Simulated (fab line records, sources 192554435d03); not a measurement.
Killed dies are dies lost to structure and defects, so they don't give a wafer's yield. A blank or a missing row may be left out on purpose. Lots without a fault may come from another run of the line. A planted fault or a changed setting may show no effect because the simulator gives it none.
Which tool did it? | flow n5_finfet | 11 lots, 31 wafers sampled, at 6 steps of a route of 1938

WHAT THE GAUGES READ, wafer by wafer
The record holds no reading of a measuring or inspecting step that can be judged against a usual standard deviation.

WHICH TOOL RAN EACH LOT (tool, then ch and the chambers of the sampled wafers, then the start)
lot  | N5_BEOL_M7_PECVD_70             | N5_BEOL_M7_CURE_75            | N5_BEOL_M7_SPUTTER_48        | N5_BEOL_M7_CMP_52             | N5_BEOL_M7_DEP_56               | N5_PASSIVATION_PROBE_49
L543 | pecvd-03 ch 0,1,2, day 8 18:08  | uv_cure-01 ch 0, day 8 21:19  | pvd_sputter-02, day 8 23:18  | cmp-04 ch 0,2,3, day 8 23:53  | pecvd-04 ch 0,1,2, day 9 00:11  | prober-02, day 12 00:10
L545 | pecvd-04 ch 0,1, day 9 09:17    | uv_cure-03 ch 0, day 9 12:12  | pvd_sputter-02, day 9 14:56  | cmp-01 ch 1,2,3, day 9 15:40  | pecvd-01 ch 0,2, day 9 15:56    | prober-01, day 12 07:49
L547 | pecvd-04 ch 0,1,2, day 10 14:00 | uv_cure-02 ch 1, day 10 18:26 | pvd_sputter-02, day 10 20:55 | cmp-04 ch 1,2, day 10 21:28   | pecvd-04 ch 0,1,2, day 10 21:47 | prober-01, day 14 01:15
L548 | pecvd-01 ch 0,2, day 10 19:45   | uv_cure-01 ch 0, day 10 23:42 | pvd_sputter-03, day 11 01:14 | cmp-01 ch 0,2, day 11 01:51   | pecvd-03 ch 0,2, day 11 02:13   | prober-02, day 14 02:16
L550 | pecvd-01 ch 0,2, day 11 14:32   | uv_cure-03 ch 0, day 11 19:43 | pvd_sputter-03, day 11 21:36 | cmp-04 ch 0,2, day 11 22:07   | pecvd-04 ch 1,2, day 11 22:29   | prober-01, day 15 03:35
L562 | pecvd-03 ch 1,2, day 13 21:28   | uv_cure-02 ch 2, day 14 03:14 | pvd_sputter-01, day 14 04:28 | cmp-03 ch 0,1,3, day 14 05:26 | pecvd-01 ch 0,1,2, day 14 05:48 | prober-01, day 17 12:00
L565 | pecvd-04 ch 1,2, day 14 02:33   | uv_cure-01 ch 1, day 14 07:21 | pvd_sputter-01, day 14 10:46 | cmp-04 ch 1,2,3, day 14 11:16 | pecvd-03 ch 0,2, day 14 11:38   | prober-01, day 17 14:58
L561 | pecvd-03 ch 0,1, day 14 03:04   | uv_cure-01 ch 2, day 14 06:57 | pvd_sputter-01, day 14 09:29 | cmp-04 ch 0,3, day 14 10:02   | pecvd-01 ch 0,1, day 14 10:21   | prober-02, day 17 16:00
L563 | pecvd-03 ch 1,2, day 14 04:59   | uv_cure-01 ch 1, day 14 09:44 | pvd_sputter-01, day 14 11:23 | cmp-03 ch 1,3, day 14 11:59   | pecvd-04 ch 0,2, day 14 12:16   | prober-01, day 17 17:01
L564 | pecvd-01 ch 0,2, day 14 22:14   | uv_cure-02 ch 1, day 15 01:18 | pvd_sputter-03, day 15 03:04 | cmp-03 ch 0,1,3, day 15 03:41 | pecvd-01 ch 0,1, day 15 03:56   | prober-02, day 18 08:58
L566 | pecvd-01 ch 0,1, day 15 13:52   | uv_cure-01 ch 0, day 15 18:14 | pvd_sputter-03, day 15 19:46 | cmp-04 ch 0,1,3, day 15 20:24 | pecvd-04 ch 0,1, day 15 20:43   | prober-02, day 19 02:07
- N5_BEOL_M7_PECVD_70: deposits SiO2 from TEOS/O2, target thk 20 nm, time 22.7 s.
- N5_BEOL_M7_CURE_75: cures SiCOH lowk, time 120 s.
- N5_BEOL_M7_SPUTTER_48: material Cu, target thk 10 nm, time 1.667 s.
- N5_BEOL_M7_CMP_52: polishes, stops on SiCOH lowk, t overpolish 6.9 s, target thk 80 nm.
- N5_BEOL_M7_DEP_56: deposits SiCN from 3MS/NH3, target thk 10 nm, time 17.5 s.
- N5_PASSIVATION_PROBE_49

WHAT THE TOOLS THEMSELVES READ (means of the sampled wafers that have a number; where no wafer has one, the mark that the record gives instead)
N5_BEOL_M7_PECVD_70. Usual: heater_power_w 746 W, standard deviation 120; showerhead_plenum_p_Torr 8.83 Torr, standard deviation 0.068; showerhead_vpp_V 1318 V, standard deviation 70; throttle_valve_pct 22.3 %, standard deviation 0.91.
lot  | tool     | heater_power_w (W) | showerhead_plenum_p_Torr (Torr) | showerhead_vpp_V (V) | throttle_valve_pct (%) | flag
L543 | pecvd-03 | 727                | 8.78                            | 1283                 | 21.9                   |
L545 | pecvd-04 | 649                | 8.79                            | 1227                 | 21.8                   |
L547 | pecvd-04 | 689                | 8.81                            | 1288                 | 21.9                   |
L548 | pecvd-01 | 841                | 8.85                            | 1333                 | 23.4                   |
L550 | pecvd-01 | 728                | 8.89                            | 1300                 | 23.0                   |
L562 | pecvd-03 | 713                | 8.74                            | 1280                 | 22.0                   |
L565 | pecvd-04 | 681                | 8.79                            | 1325                 | 22.0                   |
L561 | pecvd-03 | 741                | 8.79                            | 1280                 | 22.2                   |
L563 | pecvd-03 | 660                | 8.74                            | 1288                 | 22.0                   |
L564 | pecvd-01 | 742                | 8.88                            | 1295                 | 23.0                   |
L566 | pecvd-01 | 807                | 8.90                            | 1395                 | 22.2                   |

N5_BEOL_M7_CURE_75. Usual: lamp_power_pct 52.31 %, standard deviation 0.057; wafer_temp_C_max 371.5, standard deviation 0.57.
lot  | tool       | lamp_power_pct (%) | wafer_temp_C_max | flag
L543 | uv_cure-01 | 52.28              | 371.0            |
L545 | uv_cure-03 | 52.31              | 371.5            |
L547 | uv_cure-02 | 52.33              | 371.4            |
L548 | uv_cure-01 | 52.34              | 371.3            |
L550 | uv_cure-03 | 52.27              | 371.6            |
L562 | uv_cure-02 | 52.31              | 371.5            |
L565 | uv_cure-01 | 52.31              | 372.8            |
L561 | uv_cure-01 | 52.30              | 371.4            |
L563 | uv_cure-01 | 52.32              | 372.1            |
L564 | uv_cure-02 | 52.28              | 371.4            |
L566 | uv_cure-01 | 52.31              | 371.3            |

N5_BEOL_M7_SPUTTER_48. Usual: bias_v 60.0 V, standard deviation 0.56; throttle_valve_pct 29.5 %, standard deviation 1.
lot  | tool           | bias_v (V) | throttle_valve_pct (%) | flag
L543 | pvd_sputter-02 | 60.0       | 29.2                   |
L545 | pvd_sputter-02 | 60.0       | 28.9                   |
L547 | pvd_sputter-02 | 60.2       | 28.7                   |
L548 | pvd_sputter-03 | 59.9       | 29.4                   |
L550 | pvd_sputter-03 | 60.2       | 29.3                   |
L562 | pvd_sputter-01 | 60.2       | 31.1                   |
L565 | pvd_sputter-01 | 59.6       | 30.4                   |
L561 | pvd_sputter-01 | 60.1       | 29.9                   |
L563 | pvd_sputter-01 | 60.2       | 28.9                   |
L564 | pvd_sputter-03 | 59.7       | 29.2                   |
L566 | pvd_sputter-03 | 60.1       | 29.4                   |

N5_BEOL_M7_CMP_52. Usual: barrier_field_endpoint_s 28.8 s, standard deviation 0.84; motor_current_A 6.0 A, standard deviation 0.57.
lot  | tool   | barrier_field_endpoint_s (s) | motor_current_A (A) | flag
L543 | cmp-04 | 29.6                         | 6.1                 |
L545 | cmp-01 | 28.3                         | 5.8                 |
L547 | cmp-04 | 30.0                         | 6.5                 |
L548 | cmp-01 | 29.3                         | 5.2                 |
L550 | cmp-04 | 28.8                         | 5.9                 |
L562 | cmp-03 | 30.2                         | 6.1                 |
L565 | cmp-04 | 27.9                         | 6.1                 |
L561 | cmp-04 | 31.2                         | 6.1                 |
L563 | cmp-03 | 30.4                         | 5.5                 |
L564 | cmp-03 | 28.7                         | 6.0                 |
L566 | cmp-04 | 28.9                         | 6.3                 |

N5_BEOL_M7_DEP_56. Usual: showerhead_plenum_p_Torr 3.674 Torr, standard deviation 0.014; showerhead_vpp_V 877 V, standard deviation 48; throttle_valve_pct 8.9 %, standard deviation 0.39.
lot  | tool     | showerhead_plenum_p_Torr (Torr) | showerhead_vpp_V (V) | throttle_valve_pct (%) | flag
L543 | pecvd-04 | 3.669                           | 865                  | 8.9                    |
L545 | pecvd-01 | 3.686                           | 861                  | 9.3                    |
L547 | pecvd-04 | 3.677                           | 859                  | 9.0                    |
L548 | pecvd-03 | 3.668                           | 852                  | 8.8                    |
L550 | pecvd-04 | 3.667                           | 896                  | 9.0                    |
L562 | pecvd-01 | 3.686                           | 909                  | 9.2                    |
L565 | pecvd-03 | 3.667                           | 854                  | 8.7                    |
L561 | pecvd-01 | 3.689                           | 909                  | 9.2                    |
L563 | pecvd-04 | 3.675                           | 850                  | 8.5                    |
L564 | pecvd-01 | 3.696                           | 925                  | 8.8                    |
L566 | pecvd-04 | 3.664                           | 819                  | 8.5                    |

N5_PASSIVATION_PROBE_49. Usual: defect_limited_yield 91.3 %, standard deviation 1.5; killed_at_M0_to_M3 34, standard deviation 10; killed_at_M4_up 13, standard deviation 4.9; killed_at_contacts 13, standard deviation 6.1; killed_at_front_end 39, standard deviation 13; killed_at_other 4.1, standard deviation 2.7; killed_dies 103, standard deviation 18; killed_open 68, standard deviation 13; killed_short 32, standard deviation 7.6; sort_bin_5_function 5.2 %, standard deviation 1; sort_bin_6_memory 3.2 %, standard deviation 0.75; sort_n_pass 1077, standard deviation 18; sort_yield_pct 91.3 %, standard deviation 1.5.
lot  | tool      | defect_limited_yield (%) | killed_at_M0_to_M3 | killed_at_M4_up | killed_at_contacts | killed_at_front_end | killed_at_other | killed_dies | killed_open | killed_short | sort_bin_5_function (%) | sort_bin_6_memory (%) | sort_n_pass | sort_yield_pct (%) | flag
L543 | prober-02 | 92.2                     | 24                 | 15              | 12                 | 39                  | 2.7             | 92          | 60          | 29           | 4.7                     | 2.9                   | 1088        | 92.2               |
L545 | prober-01 | 90.0                     | 30                 | 13              | 14                 | 58                  | 3.3             | 118         | 79          | 34           | 5.9                     | 3.6                   | 1062        | 90.0               |
L547 | prober-01 | 91.7                     | 35                 | 10              | 8                  | 35                  | 9.0             | 98          | 62          | 30           | 4.8                     | 3.1                   | 1082        | 91.7               |
L548 | prober-02 | 90.5                     | 34                 | 16              | 13                 | 47                  | 2.0             | 112         | 71          | 36           | 5.3                     | 3.8                   | 1068        | 90.5               |
L550 | prober-01 | 88.6                     | 22                 | 10              | 25                 | 75                  | 3.0             | 135         | 95          | 38           | 6.7                     | 4.4                   | 1045        | 88.6               |
L562 | prober-01 | 90.7                     | 37                 | 18              | 14                 | 34                  | 6.7             | 109         | 73          | 35           | 5.7                     | 3.4                   | 1071        | 90.7               |
L565 | prober-01 | 91.7                     | 28                 | 11              | 11                 | 40                  | 8.3             | 98          | 64          | 32           | 5.0                     | 2.9                   | 1082        | 91.7               |
L561 | prober-02 | 91.2                     | 38                 | 22              | 12                 | 28                  | 4.5             | 104         | 76          | 28           | 5.9                     | 2.8                   | 1076        | 91.2               |
L563 | prober-01 | 93.4                     | 24                 | 8               | 11                 | 31                  | 4.0             | 78          | 52          | 26           | 4.2                     | 2.3                   | 1102        | 93.4               |
L564 | prober-02 | 90.1                     | 48                 | 11              | 16                 | 39                  | 2.0             | 117         | 76          | 38           | 6.3                     | 3.3                   | 1063        | 90.1               |
L566 | prober-02 | 91.5                     | 37                 | 17              | 10                 | 30                  | 6.0             | 100         | 70          | 28           | 5.4                     | 2.8                   | 1080        | 91.5               |

THE ANSWER, worked out from the rows above alone
Rule: a lot is off if the mean of its wafers that have a number lies more than 3 standard deviations from the usual mean. A lot without any number at a reading at which 4 lots or more have one is off too. The other lots that the step has rows for count as sound. The gauges are gone through in route order, then the tools' own readings, and for those a lot's mean is taken as printed above. The first step at which some lot is off is used, and at that step the reading that is off furthest; a lot without a number counts as furthest.
No lot is off at any reading shown: from this, nothing can be told.

WHAT THE SIMULATOR HAD PUT IN
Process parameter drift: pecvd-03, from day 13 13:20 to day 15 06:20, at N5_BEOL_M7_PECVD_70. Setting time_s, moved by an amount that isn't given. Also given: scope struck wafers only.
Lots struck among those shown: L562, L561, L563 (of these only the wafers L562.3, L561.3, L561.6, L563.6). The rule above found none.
